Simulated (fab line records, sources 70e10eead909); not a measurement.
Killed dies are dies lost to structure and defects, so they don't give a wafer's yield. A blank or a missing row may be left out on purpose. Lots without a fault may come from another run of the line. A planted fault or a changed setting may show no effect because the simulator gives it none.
One fault seen from 3 desks | flow nand_harc | each desk has only its own numbers; what lay behind them comes last

THE METROLOGY DESK
What the gauges read, lot by lot, whatever tool the lot ran on: means of the sampled wafers that have a number. A lot is out of limits, marked OUT, if its mean lies more than 4 standard deviations from the usual mean; the brackets give that distance.
Columns: A = thk_nm at NHARC_P_M1_THK_MEAS_24, usual 157.6 nm; B = cd_nm at NHARC_P_M2_CD_MEAS_09, usual 170.1 nm
lot  | first seen here | A     | B
L695 | day 6 02:56     | 156.6 | 170.7
L696 | day 6 17:51     | 157.6 | 170.2
L698 | day 6 21:19     | 155.7 | 170.2
L700 | day 7 00:00     | 157.1 | 169.8
L699 | day 7 07:49     | 157.7 | 170.7
L701 | day 7 16:50     | 155.7 | 170.4
L703 | day 8 15:13     | 158.1 | 170.0
L706 | day 8 20:19     | 156.7 | 169.3
L708 | day 9 13:04     | 157.0 | 170.1
L710 | day 10 04:22    | 157.5 | 170.0
L713 | day 10 11:13    | 158.2 | 170.2
L712 | day 10 13:23    | 156.1 | 170.3
L714 | day 10 18:28    | 159.2 | 197.3 (+59) OUT
L716 | day 11 06:59    | 157.9 | 197.8 (+60) OUT
This desk's finding: out of limits on L714, L716; first on L714, day 10 19:55 (cd_nm at NHARC_P_M2_CD_MEAS_09). In limits: L695, L696, L698, L700, L699, L701, L703, L706, L708, L710, L713, L712.

THE DEFECT DESK
What the inspections along the route counted, lot by lot: means of the sampled wafers that have a number. A lot is out of limits, marked OUT, if its mean lies more than 4 standard deviations from the usual mean; the brackets give that distance.
Columns: A = raw_defect_count at NHARC_P_M1_INSPECT_27, usual 293
lot  | first seen here | A
L695 | day 6 03:06     | 254
L696 | day 6 18:01     | 133
L698 | day 6 21:28     | 305
L700 | day 7 00:10     | 336
L699 | day 7 07:58     | 308
L701 | day 7 16:59     | 270
L703 | day 8 15:22     | 418
L706 | day 8 20:28     | 341
L708 | day 9 13:14     | 311
L710 | day 10 04:31    | 262
L713 | day 10 11:25    | 214
L712 | day 10 13:34    | 215
L714 | day 10 18:38    | 206
L716 | day 11 07:08    | 355
This desk's finding: nothing out of limits on any of the 14 lots.

THE TOOL OWNER'S DESK: litho_track-06
The tool's own readings at NHARC_P_M2_PEB_07 (peb time 65 s): means of the sampled wafers that have a number, for each lot that ran on this tool. A lot is out of limits, marked OUT, if its mean lies more than 4 standard deviations from the usual mean; the brackets give that distance.
Columns: A = heater_power_total_W at NHARC_P_M2_PEB_07, usual 156.6 W; B = plate_temp_C at NHARC_P_M2_PEB_07, usual 99.98 C
lot  | first seen here | A               | B
L695 | day 6 04:17     | 156.4           | 100.14
L696 | day 6 19:19     | 156.0           | 99.85
L698 | day 6 22:46     | 156.5           | 100.00
L699 | day 7 09:10     | 156.2           | 100.01
L710 | day 10 05:50    | 156.4           | 99.89
L712 | day 10 14:53    | 156.7           | 99.97
L714 | day 10 19:50    | 177.9 (+50) OUT | 109.60 (+74) OUT
L716 | day 11 08:56    | 177.4 (+48) OUT | 109.89 (+76) OUT
This desk's finding: out of limits on L714, L716; first on L714, day 10 19:50 (heater_power_total_W at NHARC_P_M2_PEB_07). In limits: L695, L696, L698, L699, L710, L712.

PUT TOGETHER
The tool owner's desk could have raised an alarm at day 10 19:50, on L714, L716.
The metrology desk could have raised an alarm at day 10 19:55, on L714, L716.
The defect desk saw nothing out of limits.
The defect desk has L714, L716 on record, within its limits.
Of the lots named, all ran NHARC_P_M2_PEB_07 on litho_track-06.

WHAT THE SIMULATOR HAD PUT IN
Process parameter drift: litho_track-06, from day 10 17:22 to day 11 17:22, at NHARC_P_M2_PEB_07. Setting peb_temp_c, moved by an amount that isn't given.
Lots struck among those shown: L714, L716.
Hours from the fault's start to each desk's first reading out of limits: the tool owner's desk, 2; the metrology desk, 3.
